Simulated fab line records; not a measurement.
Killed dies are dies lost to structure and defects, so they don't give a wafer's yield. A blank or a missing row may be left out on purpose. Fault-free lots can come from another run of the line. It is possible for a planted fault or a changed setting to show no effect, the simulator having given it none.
What tool caused it?    flow n5-finfet    Sampling: 10 lots, 29 wafers, 5 of 1938 route steps

## WHAT THE GAUGES READ, wafer by wafer
N5_BEOL_M15_THK_MEAS_01. Usual: M15_ILD_THK gives 1632 nm (standard deviation 22).
lot   measured      on             M15_ILD_THK (nm)  flag
L309  day 11 23:45  film-metro-01  1598 1625 1615    
L313  day 12 18:29  film-metro-02  1606 1632 1609    
L316  day 13 05:31  film-metro-01  1589 1817         OFF
L319  day 14 17:47  film-metro-01  1629 1842 1861    OFF
L323  day 15 18:50  film-metro-01  1630 1620 1645    
L326  day 15 19:38  film-metro-01  1621 1605 1646    
L327  day 16 02:04  film-metro-02  1637 1648 1675    
L329  day 17 02:38  film-metro-02  1597 1619 1638    
L328  day 17 02:55  film-metro-02  1593 1632 1624    
L330  day 17 03:11  film-metro-01  1632 1640 1674    

## TOOL THAT RAN EACH LOT (tool first, then ch and the chambers of the sampled wafers, then the start)
lot   N5_BEOL_M14_ETCH_38                            N5_BEOL_M14_CMP_49             N5_BEOL_M14_DEP_53               N5_BEOL_M15_ILD_DEP_00
L309  rie-diel-02 ch 1,2,3, day 11 22:55 or earlier  cmp-01 ch 0,3, day 11 22:55    pecvd-02 ch 0,2, day 11 23:16    pecvd-03 ch 0,2, day 11 23:24
L313  rie-diel-02 ch 0,1,2, day 12 17:47 or earlier  cmp-02 ch 1,3, day 12 17:47    pecvd-01 ch 0,1,2, day 12 18:06  pecvd-04 ch 0,1,2, day 12 18:14
L316  rie-diel-06 ch 0,3, day 13 04:53 or earlier    cmp-02 ch 0,2, day 13 04:53    pecvd-03 ch 0,2, day 13 05:08    pecvd-04 ch 0,1, day 13 05:16
L319  rie-diel-02 ch 0,2,3, day 14 17:04 or earlier  cmp-03 ch 1,2, day 14 17:04    pecvd-02 ch 1,2, day 14 17:23    pecvd-04 ch 0,2, day 14 17:32
L323  rie-diel-02 ch 1,2,3, day 15 18:06 or earlier  cmp-02 ch 1,3, day 15 18:06    pecvd-01 ch 0,1, day 15 18:27    pecvd-02 ch 0,2, day 15 18:35
L326  rie-diel-04 ch 0,2,3, day 15 18:56 or earlier  cmp-03 ch 0,1,3, day 15 18:56  pecvd-01 ch 0,1,2, day 15 19:15  pecvd-02 ch 0,1,2, day 15 19:23
L327  rie-diel-06 ch 0,2,3, day 16 01:22 or earlier  cmp-01 ch 0,2,3, day 16 01:22  pecvd-01 ch 0,1,2, day 16 01:41  pecvd-02 ch 0,1,2, day 16 01:49
L329  rie-diel-06 ch 0,1,3, day 17 01:56 or earlier  cmp-02 ch 0,3, day 17 01:56    pecvd-03 ch 0,2, day 17 02:16    pecvd-03 ch 0,2, day 17 02:23
L328  rie-diel-02 ch 0,2, day 17 02:11 or earlier    cmp-02 ch 1,2, day 17 02:11    pecvd-01 ch 0,2, day 17 02:32    pecvd-03 ch 0,1,2, day 17 02:40
L330  rie-diel-04 ch 0,2,3, day 17 02:29 or earlier  cmp-01 ch 0,1,3, day 17 02:29  pecvd-02 ch 1,2, day 17 02:48    pecvd-04 ch 0,2, day 17 02:56
- N5_BEOL_M14_ETCH_38: etches SiCN in CF4/N2, target depth 106.5 nm, time 120.6 s.
- N5_BEOL_M14_CMP_49: polishes, stops on SiO2, t overpolish 5.2 s, target thk 560 nm.
- N5_BEOL_M14_DEP_53: deposits SiCN from 3MS/NH3, target thk 50 nm, time 17.8 s.
- N5_BEOL_M15_ILD_DEP_00: deposits SiO2 from TEOS/O2, target thk 1629.3 nm, time 346.1 s.

## WHAT THE TOOLS THEMSELVES READ (means of the sampled wafers that have a number; where no wafer has one, the mark that the record gives instead)
N5_BEOL_M14_ETCH_38. Usual: cf4-flow-sccm 60.00 sccm, standard deviation 0.16; drypump-motor-current-A 5.6 A, standard deviation 0.4; oes-product-au 0.79 a.u., standard deviation 0.09; rf-vpp-V 381.4 V, standard deviation 1.9; showerhead-plenum-p-Torr 2.17 Torr, standard deviation 0.06; throttle-valve-pct 15.48 %, standard deviation 0.25.
lot   tool         cf4-flow-sccm (sccm)  drypump-motor-current-A (A)  oes-product-au (a.u.)  rf-vpp-V (V)  showerhead-plenum-p-Torr (Torr)  throttle-valve-pct (%)  flag
L309  rie-diel-02  60.03                 5.2                          0.75                   380.6         2.17                             15.46                   
L313  rie-diel-02  60.04                 5.5                          0.81                   382.4         2.20                             15.31                   
L316  rie-diel-06  60.09                 5.6                          0.85                   380.4         2.16                             15.34                   
L319  rie-diel-02  60.10                 5.3                          0.81                   382.6         2.22                             15.41                   
L323  rie-diel-02  60.00                 5.2                          0.81                   382.9         2.24                             15.37                   
L326  rie-diel-04  60.16                 5.9                          0.85                   380.0         2.17                             15.27                   
L327  rie-diel-06  59.98                 5.6                          0.78                   380.8         2.15                             15.54                   
L329  rie-diel-06  60.08                 5.8                          0.81                   380.3         2.14                             15.50                   
L328  rie-diel-02  60.04                 5.5                          0.92                   383.1         2.25                             15.13                   
L330  rie-diel-04  59.99                 5.9                          0.83                   381.6         2.17                             15.29                   

N5_BEOL_M14_CMP_49. Usual: barrier-field-endpoint-s 11.47 s, standard deviation 0.29; edge-zone-pressure-frac 1.000, standard deviation 0.0046; motor-current-A 8.2 A, standard deviation 0.54; overpolish-run-s 5.201 s, standard deviation 0.0085; slurry-flow-ml-min 149.9, standard deviation 0.47; time-to-endpoint-s 124 s, standard deviation 4.5.
lot   tool    barrier-field-endpoint-s (s)  edge-zone-pressure-frac  motor-current-A (A)  overpolish-run-s (s)  slurry-flow-ml-min  time-to-endpoint-s (s)  flag
L309  cmp-01  11.82                         1.001                    7.8                  5.205                 150.3               131                     
L313  cmp-02  11.58                         1.006                    7.9                  5.205                 149.8               127                     
L316  cmp-02  11.40                         1.006                    8.4                  5.197                 149.6               127                     
L319  cmp-03  11.30                         0.999                    8.6                  5.201                 150.0               120                     
L323  cmp-02  11.27                         0.998                    8.0                  5.195                 149.7               124                     
L326  cmp-03  11.47                         1.002                    8.4                  5.198                 150.4               123                     
L327  cmp-01  11.77                         1.005                    7.8                  5.203                 149.7               124                     
L329  cmp-02  11.42                         1.000                    8.2                  5.206                 149.9               122                     
L328  cmp-02  11.80                         0.999                    8.7                  5.215                 150.0               126                     
L330  cmp-01  10.88                         1.000                    8.1                  5.196                 150.2               120                     

N5_BEOL_M14_DEP_53. Usual: showerhead-plenum-p-Torr 4.16 Torr, standard deviation 0.039; showerhead-vpp-V 1538 V, standard deviation 81; throttle-valve-pct 18.0 %, standard deviation 1.5.
lot   tool      showerhead-plenum-p-Torr (Torr)  showerhead-vpp-V (V)  throttle-valve-pct (%)  flag
L309  pecvd-02  4.15                             1539                  17.0                    
L313  pecvd-01  4.17                             1546                  17.9                    
L316  pecvd-03  4.17                             1558                  18.6                    
L319  pecvd-02  4.16                             1471                  18.3                    
L323  pecvd-01  4.19                             1497                  18.6                    
L326  pecvd-01  4.17                             1546                  18.0                    
L327  pecvd-01  4.18                             1551                  18.0                    
L329  pecvd-03  4.15                             1510                  18.1                    
L328  pecvd-01  4.18                             1507                  17.3                    
L330  pecvd-02  4.18                             1511                  19.4                    

N5_BEOL_M15_ILD_DEP_00. Usual: heater-power-w 466 W, standard deviation 71; run-length-s 388.9 s, standard deviation 0.64; showerhead-plenum-p-Torr 8.35 Torr, standard deviation 0.044; showerhead-vpp-V 1778 V, standard deviation 93; throttle-valve-pct 18.6 %, standard deviation 1.5.
lot   tool      heater-power-w (W)  run-length-s (s)  showerhead-plenum-p-Torr (Torr)  showerhead-vpp-V (V)  throttle-valve-pct (%)  flag
L309  pecvd-03  444                 389.3             8.33                             1749                  18.5                    
L313  pecvd-04  470                 388.8             8.34                             1782                  18.3                    
L316  pecvd-04  496                 408.2             8.35                             1847                  18.1                    OFF
L319  pecvd-04  429                 415.0             8.34                             1728                  18.3                    OFF
L323  pecvd-02  515                 388.6             8.32                             1725                  17.5                    
L326  pecvd-02  454                 389.0             8.35                             1760                  18.8                    
L327  pecvd-02  528                 389.3             8.35                             1766                  18.7                    
L329  pecvd-03  448                 388.9             8.35                             1763                  18.7                    
L328  pecvd-03  434                 388.6             8.31                             1809                  18.7                    
L330  pecvd-04  462                 389.2             8.33                             1775                  17.9                    

## THE ANSWER, worked out from the rows above alone
Rule: take the mean of a lot's wafers that have a number; if it is more than 3 standard deviations from the usual mean, the lot is off. A lot without any number at a reading at which 4 lots or more have one is off too. Any other lot the step has rows for is counted as sound. After the gauges, taken in route order, come the tools' own readings; for these a lot's mean is taken, as printed above. The first step at which some lot is off is used, and at that step the reading that is off furthest; a lot without a number counts as furthest.
Off: L316, L319, seen at N5_BEOL_M15_THK_MEAS_01 (M15_ILD_THK).
A tool fits if, at a process step before that reading, it ran every lot that is off, and no sound lot after the first of them. The gauges at N5_BEOL_M15_THK_MEAS_01 aren't tried: what is off there is off at N5_BEOL_M15_ILD_DEP_00 too, on other tools, and a gauge's error can't cause that. N5_BEOL_M14_ETCH_38: start missing for some lots; hours and lot order therefore follow N5_BEOL_M14_CMP_49. None of those tried fits.

## WHAT WAS PUT IN BY THE SIMULATOR
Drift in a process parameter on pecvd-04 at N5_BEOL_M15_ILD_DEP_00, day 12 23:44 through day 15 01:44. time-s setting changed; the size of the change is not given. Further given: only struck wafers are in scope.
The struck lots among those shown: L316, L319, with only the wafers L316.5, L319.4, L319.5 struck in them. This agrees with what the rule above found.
